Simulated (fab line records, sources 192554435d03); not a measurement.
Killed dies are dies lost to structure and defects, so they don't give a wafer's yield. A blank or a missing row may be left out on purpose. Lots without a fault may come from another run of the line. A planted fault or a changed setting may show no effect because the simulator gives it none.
Which tool did it? | flow n5_finfet | 23 lots, 69 wafers sampled, at 5 steps of a route of 1938

WHAT THE GAUGES READ, wafer by wafer
N5_BEOL_M4_OCD_MEAS_38. Usual: trench_depth_nm 55.6 nm, standard deviation 1.5.
lot  | measured     | on     | trench_depth_nm (nm) | flag
L074 | day 7 16:36  | ocd-02 | 55.3 54.0 55.6       |
L075 | day 7 20:26  | ocd-01 | 57.6 57.5 54.1       |
L076 | day 7 20:33  | ocd-01 | 57.9 55.5 54.1       |
L078 | day 8 19:26  | ocd-02 | 54.3 55.6 53.9       |
L077 | day 8 21:44  | ocd-01 | 54.9 53.7 54.3       |
L079 | day 8 23:15  | ocd-01 | 57.7 55.5 55.8       |
L080 | day 9 14:53  | ocd-02 | 54.8 58.0 56.5       |
L083 | day 9 18:13  | ocd-02 | 55.9 56.7 54.3       |
L082 | day 9 23:54  | ocd-02 | 54.9 55.0 54.8       |
L084 | day 10 07:27 | ocd-01 | 57.5 55.0 54.1       |
L085 | day 10 10:04 | ocd-02 | 53.5 56.9 56.0       |
L088 | day 11 01:29 | ocd-02 | 54.5 54.4 57.4       |
L086 | day 11 01:29 | ocd-01 | 53.8 55.9 53.7       |
L087 | day 11 09:17 | ocd-01 | 54.7 54.8 55.6       |
L090 | day 11 18:06 | ocd-02 | 54.2 54.2 57.2       |
L089 | day 11 19:17 | ocd-01 | 54.7 56.8 57.4       |
L092 | day 11 19:33 | ocd-02 | 59.3 57.5 54.9       |
L091 | day 11 22:51 | ocd-02 | 57.1 56.5 56.0       |
L093 | day 12 12:21 | ocd-02 | 55.3 56.1 53.8       |
L095 | day 12 22:05 | ocd-02 | 54.3 55.0 54.2       |
L094 | day 13 01:48 | ocd-01 | 58.7 53.6 55.5       |
L096 | day 13 14:09 | ocd-02 | 54.7 58.4 55.0       |
L097 | day 13 14:16 | ocd-01 | 54.1 55.7 55.6       |

WHICH TOOL RAN EACH LOT (tool, then ch and the chambers of the sampled wafers, then the start)
lot  | N5_BEOL_M4_ETCH_77                 | N5_BEOL_M4_ALD_98                 | N5_BEOL_M4_ETCH_70                 | N5_BEOL_M4_STRIP_36
L074 | rie_diel-06 ch 1,2, day 7 15:52    | ald_sin-03 ch 0,1,2, day 7 15:58  | rie_diel-06 ch 1,3, day 7 16:14    | rie_diel-06 ch 1,3, day 7 16:24
L075 | rie_diel-01 ch 1,2, day 7 16:07    | ald_sin-03 ch 1,2, day 7 16:13    | rie_diel-04 ch 0,1,2, day 7 20:05  | rie_diel-04 ch 0,1,2, day 7 20:15
L076 | rie_diel-01 ch 2,3, day 7 17:26    | ald_sin-01 ch 0,2,3, day 7 17:32  | rie_diel-06 ch 1,2,3, day 7 20:11  | rie_diel-06 ch 1,2,3, day 7 20:21
L078 | rie_diel-01 ch 1,3, day 8 17:31    | ald_sin-03 ch 2,3, day 8 17:37    | rie_diel-01 ch 2,3, day 8 19:05    | rie_diel-01 ch 2,3, day 8 19:14
L077 | rie_diel-04 ch 1,2,3, day 8 18:04  | ald_sin-03 ch 0,2, day 8 18:29    | rie_diel-01 ch 2,3, day 8 21:23    | rie_diel-01 ch 2,3, day 8 21:33
L079 | rie_diel-04 ch 0,1,2, day 8 21:47  | ald_sin-03 ch 1,2, day 8 22:29    | rie_diel-01 ch 0,3, day 8 22:53    | rie_diel-01 ch 0,3, day 8 23:03
L080 | rie_diel-04 ch 2,3, day 9 08:13    | ald_sin-04 ch 0,1, day 9 08:37    | rie_diel-04 ch 0,2,3, day 9 14:34  | rie_diel-04 ch 0,2,3, day 9 14:43
L083 | rie_diel-04 ch 2,3, day 9 14:07    | ald_sin-03 ch 0,1, day 9 14:13    | rie_diel-04 ch 0,2,3, day 9 17:52  | rie_diel-04 ch 0,2,3, day 9 18:02
L082 | rie_diel-06 ch 0,2,3, day 9 23:15  | ald_sin-03 ch 2,3, day 9 23:23    | rie_diel-01 ch 1,3, day 9 23:32    | rie_diel-01 ch 1,3, day 9 23:43
L084 | rie_diel-01 ch 1,2,3, day 10 00:49 | ald_sin-04 ch 2,3, day 10 00:55   | rie_diel-06 ch 0,2,3, day 10 07:05 | rie_diel-06 ch 0,2,3, day 10 07:15
L085 | rie_diel-01 ch 0,2,3, day 10 04:50 | ald_sin-03 ch 0,1,2, day 10 04:56 | rie_diel-04 ch 0,2,3, day 10 09:42 | rie_diel-04 ch 0,2,3, day 10 09:52
L088 | rie_diel-04 ch 1,2,3, day 10 20:17 | ald_sin-04 ch 0,1, day 10 21:17   | rie_diel-06 ch 0,2,3, day 11 01:08 | rie_diel-06 ch 0,2,3, day 11 01:18
L086 | rie_diel-04 ch 0,3, day 10 21:37   | ald_sin-01 ch 0,2,3, day 10 21:43 | rie_diel-04 ch 1,2, day 11 01:08   | rie_diel-04 ch 1,2, day 11 01:17
L087 | rie_diel-04 ch 0,1,3, day 11 06:16 | ald_sin-04 ch 0,1, day 11 06:22   | rie_diel-01 ch 1,2,3, day 11 08:56 | rie_diel-01 ch 1,2,3, day 11 09:06
L090 | rie_diel-01 ch 0,1,3, day 11 11:47 | ald_sin-01 ch 0,1, day 11 11:58   | rie_diel-06 ch 0,2,3, day 11 17:44 | rie_diel-06 ch 0,2,3, day 11 17:55
L089 | rie_diel-04 ch 0,2, day 11 15:14   | ald_sin-01 ch 0,3, day 11 15:20   | rie_diel-04 ch 0,2,3, day 11 18:55 | rie_diel-04 ch 0,2,3, day 11 19:05
L092 | rie_diel-06 ch 0,2,3, day 11 15:37 | ald_sin-01 ch 0,1,2, day 11 15:43 | rie_diel-06 ch 1,2,3, day 11 19:11 | rie_diel-06 ch 1,2,3, day 11 19:22
L091 | rie_diel-04 ch 0,2,3, day 11 19:55 | ald_sin-03 ch 0,1,2, day 11 20:01 | rie_diel-04 ch 0,2, day 11 22:29   | rie_diel-04 ch 0,2, day 11 22:40
L093 | rie_diel-01 ch 1,2, day 12 08:01   | ald_sin-04 ch 0,1, day 12 08:07   | rie_diel-01 ch 0,1,2, day 12 11:59 | rie_diel-01 ch 0,1,2, day 12 12:09
L095 | rie_diel-04 ch 1,3, day 12 12:49   | ald_sin-03 ch 0,1,3, day 12 12:55 | rie_diel-04 ch 1,3, day 12 21:44   | rie_diel-04 ch 1,3, day 12 21:54
L094 | rie_diel-04 ch 1,2,3, day 12 19:41 | ald_sin-01 ch 1,2, day 12 19:47   | rie_diel-06 ch 0,1,3, day 13 01:26 | rie_diel-06 ch 0,1,3, day 13 01:37
L096 | rie_diel-04 ch 0,1,3, day 13 08:42 | ald_sin-01 ch 1,2,3, day 13 08:48 | rie_diel-06 ch 0,1,3, day 13 13:47 | rie_diel-06 ch 0,1,3, day 13 13:58
L097 | rie_diel-06 ch 1,2, day 13 12:52   | ald_sin-01 ch 1,3, day 13 12:58   | rie_diel-01 ch 0,2, day 13 13:55   | rie_diel-01 ch 0,2, day 13 14:05
- N5_BEOL_M4_ETCH_77: etches underlayer in N2/H2, target depth 6.5 nm, time 5.2 s.
- N5_BEOL_M4_ALD_98: deposits SiO2, target thk 2.5 nm, pulse time 1 s, co reactant pulse time 1 s.
- N5_BEOL_M4_ETCH_70: etches SOC in N2/H2, target depth 80 nm, overetch 24 nm, time 130 s.
- N5_BEOL_M4_STRIP_36: strips in N2/H2.

WHAT THE TOOLS THEMSELVES READ (means of the sampled wafers that have a number; where no wafer has one, the mark that the record gives instead)
N5_BEOL_M4_ETCH_77. Usual: drypump_motor_current_A 5.7 A, standard deviation 0.33; etch_rf_on_time_s 5.18 s, standard deviation 0.2; oes_product_au 0.66 a.u., standard deviation 0.069; rf_vpp_V 524.3 V, standard deviation 2.4; showerhead_plenum_p_Torr 2.55 Torr, standard deviation 0.082; throttle_valve_pct 17.84 %, standard deviation 0.25.
lot  | tool        | drypump_motor_current_A (A) | etch_rf_on_time_s (s) | oes_product_au (a.u.) | rf_vpp_V (V) | showerhead_plenum_p_Torr (Torr) | throttle_valve_pct (%) | flag
L074 | rie_diel-06 | 5.8                         | 4.89                  | 0.69                  | 525.0        | 2.57                            | 17.91                  |
L075 | rie_diel-01 | 5.8                         | 5.50                  | 0.59                  | 522.0        | 2.49                            | 18.32                  |
L076 | rie_diel-01 | 5.7                         | 5.38                  | 0.63                  | 521.7        | 2.47                            | 18.19                  |
L078 | rie_diel-01 | 5.6                         | 5.29                  | 0.65                  | 526.2        | 2.63                            | 18.25                  |
L077 | rie_diel-04 | 5.7                         | 5.17                  | 0.63                  | 524.1        | 2.53                            | 17.63                  |
L079 | rie_diel-04 | 5.7                         | 5.07                  | 0.65                  | 525.9        | 2.58                            | 17.66                  |
L080 | rie_diel-04 | 5.7                         | 4.99                  | 0.64                  | 525.6        | 2.57                            | 17.65                  |
L083 | rie_diel-04 | 5.7                         | 5.03                  | 0.63                  | 523.7        | 2.57                            | 17.67                  |
L082 | rie_diel-06 | 5.8                         | 5.17                  | 0.69                  | 523.7        | 2.53                            | 17.77                  |
L084 | rie_diel-01 | 5.6                         | 5.35                  | 0.71                  | 525.2        | 2.64                            | 18.11                  |
L085 | rie_diel-01 | 5.5                         | 5.17                  | 0.76                  | 525.8        | 2.64                            | 17.96                  |
L088 | rie_diel-04 | 5.7                         | 5.19                  | 0.61                  | 523.5        | 2.52                            | 17.64                  |
L086 | rie_diel-04 | 6.2                         | 5.10                  | 0.70                  | 525.3        | 2.54                            | 17.68                  |
L087 | rie_diel-04 | 6.0                         | 5.16                  | 0.65                  | 522.6        | 2.51                            | 17.64                  |
L090 | rie_diel-01 | 5.4                         | 5.26                  | 0.67                  | 525.2        | 2.60                            | 18.13                  |
L089 | rie_diel-04 | 5.7                         | 4.94                  | 0.64                  | 524.2        | 2.62                            | 17.72                  |
L092 | rie_diel-06 | 5.8                         | 5.16                  | 0.69                  | 524.1        | 2.53                            | 17.79                  |
L091 | rie_diel-04 | 5.9                         | 5.07                  | 0.65                  | 524.5        | 2.55                            | 17.68                  |
L093 | rie_diel-01 | 5.7                         | 5.40                  | 0.71                  | 528.6        | 2.68                            | 18.14                  |
L095 | rie_diel-04 | 5.9                         | 5.30                  | 0.62                  | 522.2        | 2.45                            | 17.65                  |
L094 | rie_diel-04 | 5.7                         | 5.18                  | 0.60                  | 522.9        | 2.51                            | 17.67                  |
L096 | rie_diel-04 | 5.9                         | 5.12                  | 0.65                  | 523.5        | 2.50                            | 17.69                  |
L097 | rie_diel-06 | 5.7                         | 4.88                  | 0.72                  | 524.8        | 2.55                            | 17.85                  |

N5_BEOL_M4_ALD_98. Usual: heater_power_w 79 W, standard deviation 6.5; precursor_pulse_height_rel 0.998, standard deviation 0.021.
lot  | tool       | heater_power_w (W) | precursor_pulse_height_rel | flag
L074 | ald_sin-03 | 77                 | 0.991                      |
L075 | ald_sin-03 | 76                 | 1.000                      |
L076 | ald_sin-01 | 78                 | 0.989                      |
L078 | ald_sin-03 | 82                 | 1.019                      |
L077 | ald_sin-03 | 80                 | 0.992                      |
L079 | ald_sin-03 | 74                 | 0.994                      |
L080 | ald_sin-04 | 89                 | 0.994                      |
L083 | ald_sin-03 | 78                 | 1.012                      |
L082 | ald_sin-03 | 82                 | 1.007                      |
L084 | ald_sin-04 | 78                 | 0.997                      |
L085 | ald_sin-03 | 78                 | 1.013                      |
L088 | ald_sin-04 | 82                 | 1.008                      |
L086 | ald_sin-01 | 74                 | 1.005                      |
L087 | ald_sin-04 | 83                 | 0.996                      |
L090 | ald_sin-01 | 70                 | 0.988                      |
L089 | ald_sin-01 | 76                 | 0.996                      |
L092 | ald_sin-01 | 73                 | 1.010                      |
L091 | ald_sin-03 | 78                 | 0.985                      |
L093 | ald_sin-04 | 87                 | 1.011                      |
L095 | ald_sin-03 | 78                 | 1.005                      |
L094 | ald_sin-01 | 75                 | 0.992                      |
L096 | ald_sin-01 | 79                 | 0.994                      |
L097 | ald_sin-01 | 81                 | 0.990                      |

N5_BEOL_M4_ETCH_70. Usual: drypump_motor_current_A 5.7 A, standard deviation 0.32; oes_product_au 0.58 a.u., standard deviation 0.052; rf_vpp_V 524.3 V, standard deviation 2; showerhead_plenum_p_Torr 2.56 Torr, standard deviation 0.07; throttle_valve_pct 17.81 %, standard deviation 0.23.
lot  | tool        | drypump_motor_current_A (A) | oes_product_au (a.u.) | rf_vpp_V (V) | showerhead_plenum_p_Torr (Torr) | throttle_valve_pct (%) | flag
L074 | rie_diel-06 | 6.0                         | 0.53                  | 524.9        | 2.59                            | 17.84                  |
L075 | rie_diel-04 | 5.7                         | 0.56                  | 524.7        | 2.58                            | 17.61                  |
L076 | rie_diel-06 | 5.9                         | 0.57                  | 524.8        | 2.57                            | 17.79                  |
L078 | rie_diel-01 | 5.8                         | 0.54                  | 520.7        | 2.46                            | 18.17                  |
L077 | rie_diel-01 | 5.6                         | 0.58                  | 522.8        | 2.51                            | 18.04                  |
L079 | rie_diel-01 | 5.4                         | 0.62                  | 524.2        | 2.59                            | 17.90                  |
L080 | rie_diel-04 | 6.0                         | 0.57                  | 523.8        | 2.55                            | 17.61                  |
L083 | rie_diel-04 | 6.0                         | 0.57                  | 524.3        | 2.55                            | 17.61                  |
L082 | rie_diel-01 | 5.6                         | 0.56                  | 525.4        | 2.62                            | 18.22                  |
L084 | rie_diel-06 | 5.7                         | 0.59                  | 523.0        | 2.53                            | 17.74                  |
L085 | rie_diel-04 | 5.9                         | 0.57                  | 524.5        | 2.55                            | 17.62                  |
L088 | rie_diel-06 | 5.8                         | 0.59                  | 523.1        | 2.53                            | 17.73                  |
L086 | rie_diel-04 | 5.4                         | 0.51                  | 523.8        | 2.54                            | 17.63                  |
L087 | rie_diel-01 | 5.6                         | 0.60                  | 525.4        | 2.64                            | 18.09                  |
L090 | rie_diel-06 | 5.7                         | 0.59                  | 522.8        | 2.53                            | 17.74                  |
L089 | rie_diel-04 | 6.0                         | 0.55                  | 523.8        | 2.55                            | 17.64                  |
L092 | rie_diel-06 | 5.9                         | 0.62                  | 524.9        | 2.56                            | 17.69                  |
L091 | rie_diel-04 | 5.7                         | 0.54                  | 525.9        | 2.61                            | 17.69                  |
L093 | rie_diel-01 | 5.5                         | 0.60                  | 525.9        | 2.65                            | 18.10                  |
L095 | rie_diel-04 | 5.6                         | 0.52                  | 522.4        | 2.47                            | 17.62                  |
L094 | rie_diel-06 | 5.8                         | 0.61                  | 523.2        | 2.54                            | 17.66                  |
L096 | rie_diel-06 | 5.9                         | 0.60                  | 523.8        | 2.54                            | 17.67                  |
L097 | rie_diel-01 | 5.4                         | 0.61                  | 525.5        | 2.64                            | 17.96                  |

N5_BEOL_M4_STRIP_36. Usual: drypump_motor_current_A 5.7 A, standard deviation 0.32; oes_product_au 0.78 a.u., standard deviation 0.076; power_w 449.9 W, standard deviation 1.4; rf_vpp_V 59.3 V, standard deviation 1.4; showerhead_plenum_p_Torr 2.56 Torr, standard deviation 0.07; throttle_valve_pct 23.6 %, standard deviation 0.3.
lot  | tool        | drypump_motor_current_A (A) | oes_product_au (a.u.) | power_w (W) | rf_vpp_V (V) | showerhead_plenum_p_Torr (Torr) | throttle_valve_pct (%) | flag
L074 | rie_diel-06 | 6.0                         | 0.73                  | 450.6       | 59.3         | 2.59                            | 23.6                   |
L075 | rie_diel-04 | 5.7                         | 0.76                  | 450.6       | 59.7         | 2.58                            | 23.5                   |
L076 | rie_diel-06 | 5.9                         | 0.77                  | 449.8       | 59.3         | 2.57                            | 23.5                   |
L078 | rie_diel-01 | 5.7                         | 0.73                  | 449.3       | 59.5         | 2.46                            | 24.0                   |
L077 | rie_diel-01 | 5.6                         | 0.78                  | 450.0       | 59.1         | 2.51                            | 23.9                   |
L079 | rie_diel-01 | 5.4                         | 0.84                  | 449.5       | 59.7         | 2.59                            | 23.8                   |
L080 | rie_diel-04 | 6.0                         | 0.79                  | 449.7       | 58.8         | 2.55                            | 23.5                   |
L083 | rie_diel-04 | 6.0                         | 0.78                  | 450.7       | 59.4         | 2.55                            | 23.5                   |
L082 | rie_diel-01 | 5.6                         | 0.76                  | 450.2       | 58.3         | 2.61                            | 24.2                   |
L084 | rie_diel-06 | 5.8                         | 0.81                  | 450.5       | 58.4         | 2.53                            | 23.6                   |
L085 | rie_diel-04 | 6.0                         | 0.77                  | 449.9       | 60.1         | 2.55                            | 23.5                   |
L088 | rie_diel-06 | 5.7                         | 0.80                  | 449.8       | 58.1         | 2.53                            | 23.6                   |
L086 | rie_diel-04 | 5.4                         | 0.68                  | 451.6       | 59.7         | 2.53                            | 23.3                   |
L087 | rie_diel-01 | 5.7                         | 0.82                  | 449.5       | 60.7         | 2.63                            | 24.0                   |
L090 | rie_diel-06 | 5.7                         | 0.80                  | 450.7       | 58.8         | 2.52                            | 23.6                   |
L089 | rie_diel-04 | 6.0                         | 0.76                  | 449.0       | 60.6         | 2.54                            | 23.5                   |
L092 | rie_diel-06 | 5.9                         | 0.85                  | 450.2       | 58.2         | 2.55                            | 23.5                   |
L091 | rie_diel-04 | 5.7                         | 0.74                  | 450.0       | 58.9         | 2.61                            | 23.6                   |
L093 | rie_diel-01 | 5.5                         | 0.81                  | 449.7       | 59.3         | 2.65                            | 24.1                   |
L095 | rie_diel-04 | 5.7                         | 0.69                  | 449.8       | 58.8         | 2.47                            | 23.2                   |
L094 | rie_diel-06 | 5.9                         | 0.83                  | 449.9       | 59.5         | 2.54                            | 23.5                   |
L096 | rie_diel-06 | 5.8                         | 0.83                  | 448.6       | 58.8         | 2.54                            | 23.5                   |
L097 | rie_diel-01 | 5.4                         | 0.83                  | 450.2       | 59.4         | 2.64                            | 23.9                   |

THE ANSWER, worked out from the rows above alone
Rule: a lot is off if the mean of its wafers that have a number lies more than 3 standard deviations from the usual mean. A lot without any number at a reading at which 4 lots or more have one is off too. The other lots that the step has rows for count as sound. The gauges are gone through in route order, then the tools' own readings, and for those a lot's mean is taken as printed above. The first step at which some lot is off is used, and at that step the reading that is off furthest; a lot without a number counts as furthest.
No lot is off at any reading shown: from this, nothing can be told.

WHAT THE SIMULATOR HAD PUT IN
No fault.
